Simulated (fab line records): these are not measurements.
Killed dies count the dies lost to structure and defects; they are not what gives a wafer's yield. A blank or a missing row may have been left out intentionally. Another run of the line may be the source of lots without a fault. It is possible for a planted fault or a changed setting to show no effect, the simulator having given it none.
Split-lot experiment || flow n5_finfet || on a route of 1938 steps: 7 lots, 21 wafers read

== ABOUT THE SPLIT ==
At N5_BEOL_M11_PECVD_70 (deposits SiO2 from TEOS/O2, target thk 20 nm, time 22.7 s), the setting time_s was moved away from the recipe's 22.7 s on 5 of the 21 wafers read, by -8.1% to +11.2%. The other wafers ran this setting at the recipe's value.

Reading taken at the split's own step.

== THE READING ==
SiO2_of_BEOL_M11_PECVD_70.thk_nm (the simulator's own value, which no gauge read), in nm, at N5_BEOL_M11_PECVD_70 (deposits SiO2 from TEOS/O2, target thk 20 nm, time 22.7 s). No usual value for it is given in the file. Average 20.0 nm, standard deviation 0.21 nm, over the 16 wafers here run with the recipe.

{"wafer": "L079.1", "tool, chamber at the split": "pecvd-03, 1", "time_s as run, s": 22.7, "against the recipe": "recipe", "SiO2_of_BEOL_M11_PECVD_70.thk_nm, nm": 19.8, "against lot-mates on the recipe": "-"}
{"wafer": "L079.3", "tool, chamber at the split": "pecvd-03, 0", "time_s as run, s": 24.27, "against the recipe": "+6.9%", "SiO2_of_BEOL_M11_PECVD_70.thk_nm, nm": 21.6, "against lot-mates on the recipe": "+1.6"}
{"wafer": "L079.6", "tool, chamber at the split": "pecvd-03, 0", "time_s as run, s": 22.7, "against the recipe": "recipe", "SiO2_of_BEOL_M11_PECVD_70.thk_nm, nm": 20.2, "against lot-mates on the recipe": "-"}
{"wafer": "L080.1", "tool, chamber at the split": "pecvd-02, 2,1", "time_s as run, s": 22.7, "against the recipe": "recipe", "SiO2_of_BEOL_M11_PECVD_70.thk_nm, nm": 20, "against lot-mates on the recipe": "-"}
{"wafer": "L080.3", "tool, chamber at the split": "pecvd-02, 2,1", "time_s as run, s": 22.7, "against the recipe": "recipe", "SiO2_of_BEOL_M11_PECVD_70.thk_nm, nm": 20, "against lot-mates on the recipe": "-"}
{"wafer": "L080.5", "tool, chamber at the split": "pecvd-02, 2", "time_s as run, s": 22.7, "against the recipe": "recipe", "SiO2_of_BEOL_M11_PECVD_70.thk_nm, nm": 20.2, "against lot-mates on the recipe": "-"}
{"wafer": "L090.2", "tool, chamber at the split": "pecvd-04, 2", "time_s as run, s": 22.7, "against the recipe": "recipe", "SiO2_of_BEOL_M11_PECVD_70.thk_nm, nm": 19.8, "against lot-mates on the recipe": "-"}
{"wafer": "L090.3", "tool, chamber at the split": "pecvd-04, 0", "time_s as run, s": 20.87, "against the recipe": "-8.1%", "SiO2_of_BEOL_M11_PECVD_70.thk_nm, nm": 18.4, "against lot-mates on the recipe": -1.5}
{"wafer": "L090.4", "tool, chamber at the split": "pecvd-04, 1", "time_s as run, s": 22.7, "against the recipe": "recipe", "SiO2_of_BEOL_M11_PECVD_70.thk_nm, nm": 20, "against lot-mates on the recipe": "-"}
{"wafer": "L093.1", "tool, chamber at the split": "pecvd-02, 2", "time_s as run, s": 22.7, "against the recipe": "recipe", "SiO2_of_BEOL_M11_PECVD_70.thk_nm, nm": 19.8, "against lot-mates on the recipe": "-"}
{"wafer": "L093.2", "tool, chamber at the split": "pecvd-02, 1", "time_s as run, s": 22.7, "against the recipe": "recipe", "SiO2_of_BEOL_M11_PECVD_70.thk_nm, nm": 19.6, "against lot-mates on the recipe": "-"}
{"wafer": "L093.4", "tool, chamber at the split": "pecvd-02, 1", "time_s as run, s": 22.7, "against the recipe": "recipe", "SiO2_of_BEOL_M11_PECVD_70.thk_nm, nm": 20.4, "against lot-mates on the recipe": "-"}
{"wafer": "L095.3", "tool, chamber at the split": "pecvd-02, 1", "time_s as run, s": 25.24, "against the recipe": "+11.2%", "SiO2_of_BEOL_M11_PECVD_70.thk_nm, nm": 22, "against lot-mates on the recipe": "+2.0"}
{"wafer": "L095.5", "tool, chamber at the split": "pecvd-02, 2", "time_s as run, s": 22.7, "against the recipe": "recipe", "SiO2_of_BEOL_M11_PECVD_70.thk_nm, nm": 20, "against lot-mates on the recipe": "-"}
{"wafer": "L095.6", "tool, chamber at the split": "pecvd-02, 0", "time_s as run, s": 25.24, "against the recipe": "+11.2%", "SiO2_of_BEOL_M11_PECVD_70.thk_nm, nm": 22.2, "against lot-mates on the recipe": "+2.2"}
{"wafer": "L096.1", "tool, chamber at the split": "pecvd-02, 0", "time_s as run, s": 21.04, "against the recipe": "-7.3%", "SiO2_of_BEOL_M11_PECVD_70.thk_nm, nm": 18.4, "against lot-mates on the recipe": -1.6}
{"wafer": "L096.3", "tool, chamber at the split": "pecvd-02, 1", "time_s as run, s": 22.7, "against the recipe": "recipe", "SiO2_of_BEOL_M11_PECVD_70.thk_nm, nm": 19.8, "against lot-mates on the recipe": "-"}
{"wafer": "L096.5", "tool, chamber at the split": "pecvd-02, 2", "time_s as run, s": 22.7, "against the recipe": "recipe", "SiO2_of_BEOL_M11_PECVD_70.thk_nm, nm": 20.2, "against lot-mates on the recipe": "-"}
{"wafer": "L097.3", "tool, chamber at the split": "pecvd-02, 0,2", "time_s as run, s": 22.7, "against the recipe": "recipe", "SiO2_of_BEOL_M11_PECVD_70.thk_nm, nm": 19.8, "against lot-mates on the recipe": "-"}
{"wafer": "L097.6", "tool, chamber at the split": "pecvd-02, 0,2", "time_s as run, s": 22.7, "against the recipe": "recipe", "SiO2_of_BEOL_M11_PECVD_70.thk_nm, nm": 19.8, "against lot-mates on the recipe": "-"}
{"wafer": "L097.5", "tool, chamber at the split": "pecvd-02, 1", "time_s as run, s": 22.7, "against the recipe": "recipe", "SiO2_of_BEOL_M11_PECVD_70.thk_nm, nm": 20.2, "against lot-mates on the recipe": "-"}
If several chambers appear in one row, that row covers several wafers at once and the file leaves open which wafer was in which chamber.

THE FIT
A straight line over all 21 wafers: SiO2_of_BEOL_M11_PECVD_70.thk_nm changes by +0.199 nm for each +1% of time_s; r = +0.98; the points scatter about the line by 0.21 nm.
The same after taking each lot's own level away (the mean of its wafers on the recipe; 21 wafers): +0.196 nm for each +1%; r = +0.98; scatter 0.2 nm.
According to that fit, moving time_s by its largest amount changes the reading by 2.2 nm.
Across the lots, their own levels run from 19.90 to 20.07 nm, a range of 0.8 times the standard deviation given above.
Hence the lot-to-lot level has little effect on the slope; both slopes agree.
Check: for one of the wafers moved furthest among these (+11.2%), held out of the fit, the line's prediction against its lot-mates is +2.29 nm. Against them it came out at +2 nm.

== FURTHER SPLITS ON THESE WAFERS ==
Before the reading, these wafers also passed through other splits. Each is held against what the fit with the lots' levels taken away leaves over:
{"other split on the same wafers": "N5_BEOL_M9_SPUTTER_48 power_w", "wafers away from the commonest value": 7, "r with SiO2_of_BEOL_M11_PECVD_70.thk_nm (lot level and that fit taken away)": "+0.29"}

== FILE'S OWN FIT ==
SiO2_of_BEOL_M11_PECVD_70.thk_nm changes by +0.2 nm for each +1% of time_s, r = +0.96.
